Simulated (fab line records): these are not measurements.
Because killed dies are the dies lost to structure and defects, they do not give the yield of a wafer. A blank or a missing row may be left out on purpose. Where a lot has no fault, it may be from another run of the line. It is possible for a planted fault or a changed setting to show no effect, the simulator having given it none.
Struck lot and sound lot, side by side    flow n5Finfet    40 steps out of a route of 1938
Sound: wafers L198.3, L198.5, L198.6. The struck wafers were L202.3, L202.5, L202.6. Last of all comes the cause.
Per side, at each step with rows, come the tool, then ch with its chambers, and then its first start. Under that, the readings that differ: sound wafers    struck wafers    difference of the means    sigmas: that difference in standard deviations of wafers without a fault.
alike: readings with means less than 2 such deviations apart, plus words and numbers identical on both sides. not compared: withheld readings, readings lacking a value on some wafer, bounds such as >300 that could conceal the same value, and numbers that have no deviation in the record and whose values overlap.
The two part at a step that has a row with sigmas, a row that says differs or no value, or rows on one side only. Non-overlapping numbers with no deviation appear without sigmas and do not part them. A reading missing from all wafers of one side parts the sides only when that side holds two or more wafers.

first, 9 steps without rows for these wafers: N5_WELL_APT_EBR_04; N5_WELL_APT_SOFTBAKE_03 (time 60 s); N5_WELL_APT_EXPOSE_05 (exposes mask NWELL, defocus 0 nm, target cd 200 nm); N5_WELL_APT_PEB_06 (peb time 90 s); N5_WELL_APT_DEVELOP_07 (develop time 45 s); N5_WELL_APT_HARDBAKE_12 (time 120 s); N5_WELL_APT_DESCUM_13 (chemistry O2, time 7.9 s); N5_WELL_APT_IMPLANT_14; N5_WELL_APT_IMPLANT_15.
N5_WELL_APT_STRIP_16: strips in SPM, time 900 s.
  sound on wetBench-04 ch 1,2,3, day 2 03:17; struck on wetBench-04 ch 5,6,7, day 3 03:34
  alike: bathGuardTempC
then, 8 steps without rows for these wafers: N5_WELL_APT_HMDS_18 (time 60 s); N5_WELL_APT_COAT_19 (resist thk 950 nm); N5_WELL_APT_EBR_21; N5_WELL_APT_SOFTBAKE_20 (time 60 s); N5_WELL_APT_EXPOSE_22 (exposes mask PWELL, defocus 0 nm, target cd 200 nm); N5_WELL_APT_PEB_23 (peb time 90 s); N5_WELL_APT_DEVELOP_24 (develop time 45 s); N5_WELL_APT_HARDBAKE_29 (time 120 s).
N5_WELL_APT_INSPECT_27: inspects for defects (macro).
  sound on defectInspect-01 at day 2 04:08; struck on defectInspect-01 at day 3 04:10
reading         sound  struck       difference  sigmas
rawDefectCount  4 1 1  232 234 234  +231        +99 or more
then, 10 steps without rows for these wafers: N5_WELL_APT_DESCUM_30 (chemistry O2, time 7.9 s); N5_WELL_APT_IMPLANT_31; N5_WELL_APT_IMPLANT_32; N5_WELL_APT_STRIP_33 (strips in SPM, time 900 s); N5_WELL_APT_RTA_34 (time 10 s); N5_WELL_APT_OXIDE_STRIP_42 (strips SiO2 in dHF, time 45 s, target depth 12 nm); N5_WELL_APT_PRECLEAN_36 (cleans in O3/DIW, time 45 s); N5_WELL_APT_PRECLEAN_39 (cleans in dHF, time 60 s); N5_WELL_APT_SRD_37 (time 30 s); N5_WELL_APT_EPI_41 (deposits Si from SiH4/H2, target thk 50 nm, time 297.7 s).
N5_WELL_APT_INSPECT_38: inspects for defects (darkfield).
  sound on defectInspect-01 at day 2 05:55; struck on defectInspect-02 at day 3 05:50
reading         sound     struck       difference  sigmas
rawDefectCount  12 17 13  243 254 246  +234        +45
then, 7 steps without rows for these wafers: N5_PMOS_HMC_CHANNEL_EPI_HM_DEP_34 (deposits SiO2 from TEOS/O2, target thk 36 nm, time 6.9 s); N5_PMOS_HMC_CHANNEL_EPI_COAT_31 (time 60 s, resist thk 66 nm); N5_PMOS_HMC_CHANNEL_EPI_COAT_03 (resist thk 205 nm); N5_PMOS_HMC_CHANNEL_EPI_EBR_05; N5_PMOS_HMC_CHANNEL_EPI_SOFTBAKE_04 (time 60 s); N5_PMOS_HMC_CHANNEL_EPI_EXPOSE_06 (exposes mask PMOS HMC BLK, target cd 240 nm); N5_PMOS_HMC_CHANNEL_EPI_PEB_07 (peb time 60 s).
N5_PMOS_HMC_CHANNEL_EPI_INSPECT_11: inspects for defects (macro).
  sound on defectInspect-01 at day 2 06:26; struck on defectInspect-01 at day 3 06:20
reading         sound  struck       difference  sigmas
rawDefectCount  1 0 1  228 237 233  +232        +99 or more
-- record jumps: 6 days separate the struck wafers' starts on either side; left off in module PMOS_HMC_CHANNEL_EPI, taken up again in module BEOL_M4, whose first shown step is the route's number 1111 --
N5_BEOL_M4_RC_MEAS_101:
  sound on prober-01 ch 0, day 8 05:34; struck on prober-01 ch 0, day 9 09:21
reading    sound           struck          difference  sigmas
VT_P (mV)  -251 -257 -250  -238 -244 -249  +9          +2
  alike: DIBL_N, DIBL_P, IOFF_N, IOFF_P, ION_N, ION_P, SS_N, SS_P, VT_N
-- here the record skips 4 days between the struck wafers' starts before and after, leaving off in module BEOL_M4 and picking up in module PASSIVATION (first step shown: number 1936 of the route) --
N5_PASSIVATION_PROBE_49:
  only the struck wafers here have rows in the record (prober-02, day 13 18:27); the sound ones have none

WHERE THEY PART
First at N5_WELL_APT_INSPECT_27; last, within this record, at N5_PASSIVATION_PROBE_49.

WHY: whatever the simulator had introduced
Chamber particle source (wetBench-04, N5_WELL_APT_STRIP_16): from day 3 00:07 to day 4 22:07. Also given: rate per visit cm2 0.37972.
